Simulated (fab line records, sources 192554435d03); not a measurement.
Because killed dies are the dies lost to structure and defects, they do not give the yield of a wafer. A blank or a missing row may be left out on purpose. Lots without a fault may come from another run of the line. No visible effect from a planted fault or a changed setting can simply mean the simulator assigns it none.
fab line records ; flow n5-finfet
record lots=6; wafers=18; last-day=20
route steps=1938 shown BEOL_M3@1004 BEOL_M4@1111
lots untouched by any fault: they come from a run of this same line in which no faults occurred
start-h: the number of hours between the record's first day and the start of the first shown wafer of the lot ; wait-h: hours since the lot's step before ; " unchanged from the row above ; L1.1+2: a single row standing in for several wafers ; - no value present, or no start provided ; * or withheld: withheld ; < > ~ a bound
route shown NAME@n: a module of which the file shows steps, and the number in the route of the first ; usual: average and standard deviation across the fault-free wafers ; same: alike in all rows ; chamber/n: place in a boat ; sites: per-site readings ; _std_site: their standard deviation ; _edge_site: mean of outer sites minus mean of inner sites ; radius-mm: how far each site lies from the wafer's centre ; mask NAME#n: copy n ; behind: the last tool/chamber to shape the wafer ; hold: why the lot was held/for how many hours/how that ended ; device: whichever transistor did not switch (one of n, p or np) ; end of line: tests run on the same wafers once the route is complete ; step lacking rows: just its recipe ; killed: at the first sort, the dies lost to defects and structure; wafer yield is something else ; map: the dies of a wafer, with x for killed, . for not killed, _ for no die there
set.NAME: setting as actually run; set.NAME@STEP: the setting as run at that earlier step ; model.NAME: the simulator's own value behind a step, which no gauge read
certain route steps with their lots: each step a table, each wafer a row
services: the hour from which a tool's chamber was out of use, counted from the record's first day as start-h (under 0 if before that day), plus the number of hours and why
## steps
# step N5_BEOL_M3_SPUTTER_90
# recipe material=Cu; target-thk-a=45; temp-c=-20; chamber-pressure-pa=0.07; power-w=withheld; time-s=8.29
# step N5_BEOL_M3_ANNEAL_91
# recipe temp-c=400; time-s=240; ambient=vacuum
# usual heater-power-w=839/110; susceptor-temp-C=399.97/0.23
lot.wafer;tool;chamber;start-h;wait-h;heater-power-w;susceptor-temp-C
L341.1;pvd-sputter-02;-;199.26;0.0;746;399.74
L341.2;pvd-sputter-02;-;199.26;0.0;891;399.70
L341.6;pvd-sputter-02;-;199.26;0.0;798;399.97
L351.1;pvd-sputter-02;-;276.20;0.0;785;399.45
L351.2;pvd-sputter-02;-;276.20;0.0;1076;400.08
L351.6;pvd-sputter-02;-;276.20;0.0;860;400.07
L358.1;pvd-sputter-02;-;294.44;0.0;884;400.16
L358.4;pvd-sputter-02;-;294.44;0.0;811;400.31
L358.5;pvd-sputter-02;-;294.44;0.0;893;400.13
L359.4;pvd-sputter-02;-;306.55;0.0;1084;400.14
L359.5;pvd-sputter-02;-;306.55;0.0;812;400.00
L359.6;pvd-sputter-02;-;306.55;0.0;891;400.38
L360.3;pvd-sputter-02;-;311.93;0.0;740;399.87
L360.5;pvd-sputter-02;-;311.93;0.0;760;400.01
L360.6;pvd-sputter-02;-;311.93;0.0;805;399.85
L361.1;pvd-sputter-01;-;342.81;0.0;791;400.05
L361.2;pvd-sputter-01;-;342.81;0.0;805;399.92
L361.4;pvd-sputter-01;-;342.81;0.0;885;399.97
# step N5_BEOL_M3_SPUTTER_92
# recipe material=Cu; target-thk-a=45; temp-c=-20; chamber-pressure-pa=0.07; power-w=withheld; time-s=8.29
# usual susceptor-temp-C=-20.02/0.098; throttle-valve-pct=29.6/0.88
lot.wafer;tool;chamber;start-h;wait-h;susceptor-temp-C;throttle-valve-pct
L341.1;pvd-sputter-02;-;199.40;0.1;-20.16;29.5
L341.2;pvd-sputter-02;-;199.40;0.1;-20.09;29.3
L341.6;pvd-sputter-02;-;199.40;0.1;-19.92;28.8
L351.1;pvd-sputter-02;-;276.34;0.1;-20.11;28.5
L351.2;pvd-sputter-02;-;276.34;0.1;-20.07;29.8
L351.6;pvd-sputter-02;-;276.34;0.1;-20.15;29.5
L358.1;pvd-sputter-02;-;294.58;0.1;-19.87;29.6
L358.4;pvd-sputter-02;-;294.58;0.1;-19.84;28.8
L358.5;pvd-sputter-02;-;294.58;0.1;-19.99;29.5
L359.4;pvd-sputter-02;-;306.69;0.1;-20.18;29.9
L359.5;pvd-sputter-02;-;306.69;0.1;-20.03;28.5
L359.6;pvd-sputter-02;-;306.69;0.1;-20.06;29.5
L360.3;pvd-sputter-02;-;312.07;0.1;-19.95;29.6
L360.5;pvd-sputter-02;-;312.07;0.1;-20.06;29.4
L360.6;pvd-sputter-02;-;312.07;0.1;-20.05;28.7
L361.1;pvd-sputter-01;-;342.95;0.1;-19.87;28.6
L361.2;pvd-sputter-01;-;342.95;0.1;-20.19;30.0
L361.4;pvd-sputter-01;-;342.95;0.1;-20.04;31.4
# step N5_BEOL_M3_ANNEAL_93
# recipe temp-c=400; time-s=240; ambient=vacuum
# usual heater-power-w=840/110; susceptor-temp-C=400.02/0.2
lot.wafer;tool;chamber;start-h;wait-h;heater-power-w;susceptor-temp-C
L341.1;pvd-sputter-02;-;199.48;0.0;758;400.24
L341.2;pvd-sputter-02;-;199.48;0.0;901;399.80
L341.6;pvd-sputter-02;-;199.48;0.0;799;400.01
L351.1;pvd-sputter-02;-;276.42;0.0;805;399.98
L351.2;pvd-sputter-02;-;276.42;0.0;1055;399.79
L351.6;pvd-sputter-02;-;276.42;0.0;913;400.02
L358.1;pvd-sputter-02;-;294.66;0.0;897;400.00
L358.4;pvd-sputter-02;-;294.66;0.0;804;400.16
L358.5;pvd-sputter-02;-;294.66;0.0;896;399.96
L359.4;pvd-sputter-02;-;306.77;0.0;1065;399.90
L359.5;pvd-sputter-02;-;306.77;0.0;800;400.06
L359.6;pvd-sputter-02;-;306.77;0.0;875;400.15
L360.3;pvd-sputter-02;-;312.15;0.0;743;399.87
L360.5;pvd-sputter-02;-;312.15;0.0;759;400.01
L360.6;pvd-sputter-02;-;312.15;0.0;816;399.88
L361.1;pvd-sputter-01;-;343.03;0.0;807;400.20
L361.2;pvd-sputter-01;-;343.03;0.0;794;400.04
L361.4;pvd-sputter-01;-;343.03;0.0;866;400.09
# step N5_BEOL_M3_SPUTTER_94
# recipe material=Cu; target-thk-a=45; temp-c=-20; chamber-pressure-pa=0.07; power-w=withheld; time-s=8.29
# step N5_BEOL_M3_ANNEAL_95
# recipe temp-c=400; time-s=240; ambient=vacuum
# step N5_BEOL_M3_SPUTTER_96
# recipe material=Cu; target-thk-a=45; temp-c=-20; chamber-pressure-pa=0.07; power-w=withheld; time-s=8.29
# usual susceptor-temp-C=-20.00/0.11; throttle-valve-pct=29.6/0.9
lot.wafer;tool;chamber;start-h;wait-h;susceptor-temp-C;throttle-valve-pct
L341.1;pvd-sputter-02;-;199.84;0.1;-20.05;29.6
L341.2;pvd-sputter-02;-;199.84;0.1;-20.11;29.5
L341.6;pvd-sputter-02;-;199.84;0.1;-20.03;28.6
L351.1;pvd-sputter-02;-;276.78;0.1;-20.20;28.5
L351.2;pvd-sputter-02;-;276.78;0.1;-20.02;29.9
L351.6;pvd-sputter-02;-;276.78;0.1;-19.95;29.4
L358.1;pvd-sputter-02;-;295.02;0.1;-19.86;29.2
L358.4;pvd-sputter-02;-;295.02;0.1;-20.09;28.3
L358.5;pvd-sputter-02;-;295.02;0.1;-19.77;29.7
L359.4;pvd-sputter-02;-;307.13;0.1;-20.01;30.0
L359.5;pvd-sputter-02;-;307.13;0.1;-20.01;28.5
L359.6;pvd-sputter-02;-;307.13;0.1;-19.97;29.6
L360.3;pvd-sputter-02;-;312.51;0.1;-19.87;29.5
L360.5;pvd-sputter-02;-;312.51;0.1;-19.88;29.4
L360.6;pvd-sputter-02;-;312.51;0.1;-20.11;28.7
L361.1;pvd-sputter-01;-;343.39;0.1;-19.98;28.9
L361.2;pvd-sputter-01;-;343.39;0.1;-20.13;30.1
L361.4;pvd-sputter-01;-;343.39;0.1;-19.95;31.1
# step N5_BEOL_M3_ECD_50
# recipe material=Cu; target-thk-a=3000
# step N5_BEOL_M3_ANNEAL_51
# recipe temp-c=225; time-s=90; ambient=N2
# step N5_BEOL_M3_CMP_52
# recipe stop-on=SiOC; t-overpolish-s=6.8; down-force-psi=1; platen-rpm=50; clearing-platen-down-force-psi=1.5; clearing-platen-rpm=50; post-cmp-clean=cu-alkaline; target-thk-nm=40; clearing-platen-pad-velocity-m-s=0.99484; pad-velocity-m-s=0.99484
# step N5_BEOL_M3_THK_MEAS_53
# recipe thk-meas-gauge=xrf; reads=Cu_of_BEOL_M3_ECD_50
# usual M3_THK=39.7/1.7
lot.wafer;tool;chamber;start-h;wait-h;M3_THK[nm]
L341.1;film-metro-02;-;200.93;-;39.6
L341.2;film-metro-02;-;200.93;-;39.9
L341.6;film-metro-02;-;200.93;-;41.1
L351.1;film-metro-01;-;277.68;-;38.3
L351.2;film-metro-01;-;277.68;-;41.3
L351.6;film-metro-01;-;277.68;-;41.7
L358.1;film-metro-02;-;295.81;-;37.6
L358.4;film-metro-02;-;295.81;-;37.9
L358.5;film-metro-02;-;295.81;-;39.3
L359.4;film-metro-02;-;307.91;-;38.8
L359.5;film-metro-02;-;307.91;-;41.5
L359.6;film-metro-02;-;307.91;-;42.3
L360.3;film-metro-02;-;313.29;-;38.2
L360.5;film-metro-02;-;313.29;-;38.8
L360.6;film-metro-02;-;313.29;-;38.2
L361.1;film-metro-01;-;344.17;-;36.5
L361.2;film-metro-01;-;344.17;-;38.5
L361.4;film-metro-01;-;344.17;-;38.9
# step N5_BEOL_M3_PRE_CLEAN_60
# recipe gas=NH3/H2; time-s=15; temp-c=*; rf-power-w=300
# usual heater-power-outer-w=32/5.3; heater-power-w=104/10; rf-fwd-power-W=296.9/1.8; susceptor-temp-C=*
lot.wafer;tool;chamber;start-h;wait-h;heater-power-outer-w;heater-power-w;rf-fwd-power-W;susceptor-temp-C
L341.1;cvd-co-01;0;200.96;0.0;30;97;295.3;*
L341.2;cvd-co-01;2;200.96;0.0;25;105;294.3;*
L341.6;cvd-co-01;2;200.96;0.0;25;107;295.1;*
L351.1;cvd-co-01;0;277.72;0.0;29;98;296.0;*
L351.2;cvd-co-01;2;277.72;0.0;25;106;294.1;*
L351.6;cvd-co-01;2;277.72;0.0;25;107;294.5;*
L358.1;cvd-co-01;0;295.85;0.0;31;100;295.8;*
L358.4;cvd-co-01;0;295.85;0.0;31;98;295.0;*
L358.5;cvd-co-01;2;295.85;0.0;25;107;293.1;*
L359.4;cvd-co-02;0;307.97;0.1;41;123;296.2;*
L359.5;cvd-co-02;2;307.97;0.1;33;96;299.0;*
L359.6;cvd-co-02;1;307.97;0.1;27;95;297.9;*
L360.3;cvd-co-02;0;313.33;0.0;41;118;297.0;*
L360.5;cvd-co-02;2;313.33;0.0;33;94;297.5;*
L360.6;cvd-co-02;0;313.33;0.0;40;125;297.3;*
L361.1;cvd-co-01;2;344.21;0.0;25;107;293.9;*
L361.2;cvd-co-01;0;344.21;0.0;31;99;294.9;*
L361.4;cvd-co-01;2;344.21;0.0;25;107;293.8;*
# step N5_BEOL_M3_CO_CAP_55
# recipe material=Co; target-thk-a=20; temp-c=200; precursor=CCTBA/H2; pressure-torr=30; time-s=102.1
# usual chamber-pressure-Torr=29.99/0.069; heater-power-outer-w=138/7; heater-power-w=260/14; susceptor-temp-C=199.98/0.16
lot.wafer;tool;chamber;start-h;wait-h;chamber-pressure-Torr;heater-power-outer-w;heater-power-w;susceptor-temp-C
L341.1;cvd-co-01;0;201.00;0.0;30.00;134;244;200.03
L341.2;cvd-co-01;2;201.00;0.0;29.93;131;264;199.72
L341.6;cvd-co-01;2;201.00;0.0;29.92;131;255;200.11
L351.1;cvd-co-01;0;277.76;0.0;30.05;136;254;199.92
L351.2;cvd-co-01;2;277.76;0.0;30.04;130;263;199.94
L351.6;cvd-co-01;2;277.76;0.0;30.03;129;267;200.19
L358.1;cvd-co-01;0;295.89;0.0;-;-;-;-
L358.4;cvd-co-01;0;295.89;0.0;-;-;-;-
L358.5;cvd-co-01;2;295.89;0.0;-;-;-;-
L359.4;cvd-co-02;0;308.02;0.0;-;-;-;-
L359.5;cvd-co-02;2;308.02;0.0;-;-;-;-
L359.6;cvd-co-02;1;308.02;0.0;-;-;-;-
L360.3;cvd-co-02;0;313.37;0.0;30.02;148;277;200.06
L360.5;cvd-co-02;2;313.37;0.0;29.93;142;250;199.73
L360.6;cvd-co-02;0;313.37;0.0;29.96;148;287;199.98
L361.1;cvd-co-01;2;344.27;0.0;30.01;129;269;199.66
L361.2;cvd-co-01;0;344.27;0.0;30.08;139;254;199.92
L361.4;cvd-co-01;2;344.27;0.0;29.93;130;259;199.84
# step N5_BEOL_M3_PRE_CLEAN_56
# recipe gas=NH3; time-s=15; temp-c=withheld; rf-power-w=300
# step N5_BEOL_M4_RC_MEAS_101
# usual DIBL_N=36.3/1.6; DIBL_P=36.4/2.1; IOFF_N=0.16/0.032; IOFF_P=0.22/0.044; ION_N=675/12; ION_P=463/8.3; SS_N=71.6/0.64; SS_P=73.3/0.67; VT_N=250/3.3; VT_P=-250/3.7
lot.wafer;tool;chamber;start-h;wait-h;DIBL_N[mV/V];DIBL_P[mV/V];IOFF_N[nA/um];IOFF_P[nA/um];ION_N[uA/um];ION_P[uA/um];SS_N[mV/dec];SS_P[mV/dec];VT_N[mV];VT_P[mV]
L341.1;prober-02;0;226.12;0.0;37.9;37.7;0.17;0.22;676;462;71.0;73.4;253;-249
L341.2;prober-02;0;226.12;0.0;36.7;36.1;0.15;0.20;657;453;71.7;73.3;255;-254
L341.6;prober-02;0;226.12;0.0;37.2;36.8;0.15;0.21;660;455;71.8;73.8;253;-252
L351.1;prober-01;0;291.12;0.0;37.7;38.8;0.21;0.25;681;462;72.8;74.3;245;-247
L351.2;prober-01;0;291.12;0.0;39.5;42.2;0.26;0.33;704;480;73.4;74.9;245;-244
L351.6;prober-01;0;291.12;0.0;36.5;38.8;0.19;0.25;693;476;72.3;73.4;247;-248
L358.1;prober-01;0;321.61;0.0;39.1;40.5;0.25;0.32;694;475;72.6;74.5;241;-243
L358.4;prober-01;0;321.61;0.0;36.1;36.6;0.17;0.24;680;467;72.0;73.4;247;-247
L358.5;prober-01;0;321.61;0.0;35.1;35.8;0.16;0.24;684;477;71.2;72.7;247;-246
L359.4;prober-02;0;351.32;0.5;38.6;37.5;0.16;0.21;666;452;72.7;73.7;254;-253
L359.5;prober-02;0;351.32;0.5;37.3;37.4;0.15;0.22;668;458;71.8;73.0;251;-251
L359.6;prober-02;0;351.32;0.5;36.7;34.2;0.13;0.17;665;452;71.3;72.2;257;-254
L360.3;prober-02;0;354.79;0.3;38.2;40.3;0.19;0.23;686;464;72.5;74.5;246;-249
L360.5;prober-02;0;354.79;0.3;33.0;33.1;0.10;0.13;661;447;71.4;71.3;259;-259
L360.6;prober-02;0;354.79;0.3;36.2;37.2;0.14;0.18;674;456;71.7;73.7;252;-254
L361.1;prober-01;0;381.10;0.0;36.1;35.0;0.16;0.21;677;464;72.1;72.6;251;-249
L361.2;prober-01;0;381.10;0.0;37.0;36.6;0.17;0.23;676;468;72.2;73.1;249;-247
L361.4;prober-01;0;381.10;0.0;36.2;36.2;0.16;0.23;686;473;71.7;72.7;248;-250
## services
tool;chamber;start-h;hours;kind
cvd-co-02;-;209.89;6.7;repair
cvd-co-02;-;216.64;2.8;pm
cvd-co-01;1;333.33;-;clean
cvd-co-01;1;333.33;22.0;scheduled-down
cvd-co-01;1;333.33;22.0;vent-cycle
## key
first-sign step=N5_BEOL_M3_CO_CAP_55; reading=tool-record; direction=missing
effect none on later readings
met-at N5_BEOL_M3_CO_CAP_55
struck-wafers L358.1,L358.4,L358.5,L359.4,L359.5,L359.6
onset-between 277.76 295.89
fault kind=skipped-step-whole; tool=cvd-co-01,cvd-co-02; chamber=-; onset-h=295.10; steps=N5_BEOL_M3_CO_CAP_55; scope=struck-lots-only
